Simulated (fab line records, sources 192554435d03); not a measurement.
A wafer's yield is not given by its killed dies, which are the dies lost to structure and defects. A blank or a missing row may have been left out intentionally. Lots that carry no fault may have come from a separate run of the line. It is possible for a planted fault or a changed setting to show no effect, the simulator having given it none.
Split-lot trial :: flow n5_finfet :: 21 wafers read from 7 lots, route of 1938 steps

== THE SPLIT ITSELF ==
At N5_MOL_CONTACT_COAG_PECVD_31 (deposits SiO2 from TEOS/O2, target thk 46 nm, time 8.9 s), the setting temp_c was moved away from the recipe's 400 C on 5 of the 21 wafers read, by -1.7% to +4.0%. All remaining wafers had this setting at the recipe value.

== FROM THE SPLIT TO THE READING: what the file shows between them, 4 steps ==
- N5_MOL_CONTACT_COAG_COAT_75: time 60 s, resist thk 60 nm
- N5_MOL_CONTACT_COAG_COAT_76: time 60 s, resist thk 10 nm
- N5_MOL_CONTACT_COAG_ETCHBACK_135: etches SiO2 in CHF3, target depth 25 nm, time 16.7 s
- N5_MOL_CONTACT_COAG_STRIP_118: strips in CHF3

== THE READING ==
etch.depth_nm (the simulator's own value, which no gauge read), in nm, at N5_MOL_CONTACT_COAG_VIA_ETCH_46 (etches SiO2 in C4F6/O2, target depth 46 nm, overetch 9.2 nm, time 40 s). The file does not state a usual value for it. The 16 wafers here that ran the recipe average 45.70 nm, standard deviation 0.82 nm.

wafer: L085.1
tool, chamber at the split: pecvd-02, 2
temp_c as run, C: 410.1
against the recipe: +2.5%
etch.depth_nm, nm: 42.95
against lot-mates on the recipe: -2.81

wafer: L085.5
tool, chamber at the split: pecvd-02, 2
temp_c as run, C: 400
against the recipe: recipe
etch.depth_nm, nm: 46.7
against lot-mates on the recipe: -

wafer: L085.6
tool, chamber at the split: pecvd-02, 0
temp_c as run, C: 400
against the recipe: recipe
etch.depth_nm, nm: 44.82
against lot-mates on the recipe: -

wafer: L086.2
tool, chamber at the split: pecvd-03, 1
temp_c as run, C: 400
against the recipe: recipe
etch.depth_nm, nm: 45.1
against lot-mates on the recipe: -

wafer: L086.3
tool, chamber at the split: pecvd-03, 0
temp_c as run, C: 410.7
against the recipe: +2.7%
etch.depth_nm, nm: 42.65
against lot-mates on the recipe: -2.69

wafer: L086.6
tool, chamber at the split: pecvd-03, 1
temp_c as run, C: 400
against the recipe: recipe
etch.depth_nm, nm: 45.57
against lot-mates on the recipe: -

wafer: L087.1
tool, chamber at the split: pecvd-01, 1
temp_c as run, C: 400
against the recipe: recipe
etch.depth_nm, nm: 45.63
against lot-mates on the recipe: -

wafer: L087.4
tool, chamber at the split: pecvd-01, 2
temp_c as run, C: 400
against the recipe: recipe
etch.depth_nm, nm: 46.94
against lot-mates on the recipe: -

wafer: L087.5
tool, chamber at the split: pecvd-01, 0
temp_c as run, C: 411.5
against the recipe: +2.9%
etch.depth_nm, nm: 43.67
against lot-mates on the recipe: -2.61

wafer: L089.1
tool, chamber at the split: pecvd-02, 1
temp_c as run, C: 400
against the recipe: recipe
etch.depth_nm, nm: 44.35
against lot-mates on the recipe: -

wafer: L089.3
tool, chamber at the split: pecvd-02, 0
temp_c as run, C: 415.9
against the recipe: +4.0%
etch.depth_nm, nm: 40.2
against lot-mates on the recipe: -4.71

wafer: L089.5
tool, chamber at the split: pecvd-02, 1
temp_c as run, C: 400
against the recipe: recipe
etch.depth_nm, nm: 45.48
against lot-mates on the recipe: -

wafer: L093.1
tool, chamber at the split: pecvd-02, 1
temp_c as run, C: 400
against the recipe: recipe
etch.depth_nm, nm: 44.68
against lot-mates on the recipe: -

wafer: L093.2
tool, chamber at the split: pecvd-02, 2
temp_c as run, C: 400
against the recipe: recipe
etch.depth_nm, nm: 46.22
against lot-mates on the recipe: -

wafer: L093.4
tool, chamber at the split: pecvd-02, 1
temp_c as run, C: 393.3
against the recipe: -1.7%
etch.depth_nm, nm: 47.41
against lot-mates on the recipe: +1.96

wafer: L095.1
tool, chamber at the split: pecvd-01, 2,1
temp_c as run, C: 400
against the recipe: recipe
etch.depth_nm, nm: 45.66
against lot-mates on the recipe: -

wafer: L095.2
tool, chamber at the split: pecvd-01, 2,1
temp_c as run, C: 400
against the recipe: recipe
etch.depth_nm, nm: 45.57
against lot-mates on the recipe: -

wafer: L095.4
tool, chamber at the split: pecvd-01, 0
temp_c as run, C: 400
against the recipe: recipe
etch.depth_nm, nm: 46.86
against lot-mates on the recipe: -

wafer: L096.1
tool, chamber at the split: pecvd-02, 1
temp_c as run, C: 400
against the recipe: recipe
etch.depth_nm, nm: 45.05
against lot-mates on the recipe: -

wafer: L096.3
tool, chamber at the split: pecvd-02, 0
temp_c as run, C: 400
against the recipe: recipe
etch.depth_nm, nm: 45.48
against lot-mates on the recipe: -

wafer: L096.4
tool, chamber at the split: pecvd-02, 2
temp_c as run, C: 400
against the recipe: recipe
etch.depth_nm, nm: 47.11
against lot-mates on the recipe: -
The file does not say which wafer passed through which chamber wherever a row lists several chambers: such a row stands for several wafers.

THE FIT
A straight line over all 21 wafers: etch.depth_nm changes by -1.13 nm for each +1% of temp_c; r = -0.88; the points scatter about the line by 0.83 nm.
The same after taking each lot's own level away (the mean of its wafers on the recipe; 21 wafers): -1.09 nm for each +1%; r = -0.91; scatter 0.67 nm.
The reading moves by 4.3 nm for the largest change in temp_c, on that fit.
From 44.915 to 46.285 nm: that is the span of the lots' own levels, equal to 1.7 times the standard deviation above.
So the lot-to-lot level changes the slope little: the two slopes agree.
Check: with one of the wafers moved furthest among these (+4.0%) left out of the fit, the line predicts -4.05 nm for it against its lot-mates. Against them it came out at -4.71 nm.

== OTHER SPLITS ON THESE WAFERS ==
These wafers also went through other splits before the reading. Each is held against what the fit with the lots' levels taken away leaves over:
other split on the same wafers: N5_WELL_APT_PEB_23 peb_temp_c
wafers away from the commonest value: 7
r with etch.depth_nm (lot level and that fit taken away): -0.14

other split on the same wafers: N5_WELL_APT_DESCUM_30 time_s
wafers away from the commonest value: 5
r with etch.depth_nm (lot level and that fit taken away): -0.04

other split on the same wafers: N5_DUMMY_GATE_COAT_28 spin_rpm
wafers away from the commonest value: 7
r with etch.depth_nm (lot level and that fit taken away): -0.11

other split on the same wafers: N5_SD_EPI_N_EPI_21 temp_c
wafers away from the commonest value: 8
r with etch.depth_nm (lot level and that fit taken away): +0.05

other split on the same wafers: N5_SD_EPI_P_COAT_34 spin_rpm
wafers away from the commonest value: 4
r with etch.depth_nm (lot level and that fit taken away): -0.47

other split on the same wafers: N5_SDB_COAT_05 spin_rpm
wafers away from the commonest value: 9
r with etch.depth_nm (lot level and that fit taken away): +0.15

other split on the same wafers: N5_HKMG_FIN_COAT_29 spin_rpm
wafers away from the commonest value: 9
r with etch.depth_nm (lot level and that fit taken away): -0.17

other split on the same wafers: N5_GATE_CUT_ETCH_37 bias_w
wafers away from the commonest value: 8
r with etch.depth_nm (lot level and that fit taken away): -0.17

other split on the same wafers: N5_MOL_CONTACT_COAG_ALD_27 time_s
wafers away from the commonest value: 8
r with etch.depth_nm (lot level and that fit taken away): -0.08

== THE WHOLE CHAIN: every reading that the file lists as answering this split, in the file's order ==
step: N5_MOL_CONTACT_COAG_PECVD_31
what it does: deposits SiO2 from TEOS/O2, target thk 46 nm, time 8.9 s
reading: SiO2_of_MOL_CONTACT_COAG_PECVD_31.thk_nm (the simulator's own value, which no gauge read)
change (the file's fit): -1.08 nm for each +1% of the setting
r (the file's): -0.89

step: N5_MOL_CONTACT_COAG_VIA_ETCH_46
what it does: etches SiO2 in C4F6/O2, target depth 46 nm, overetch 9.2 nm, time 40 s
reading: etch.depth_nm (the simulator's own value, which no gauge read)
change (the file's fit): -1.08 nm for each +1% of the setting
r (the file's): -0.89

== FILE'S OWN FIT ==
etch.depth_nm changes by -1.08 nm for each +1% of temp_c, r = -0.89.
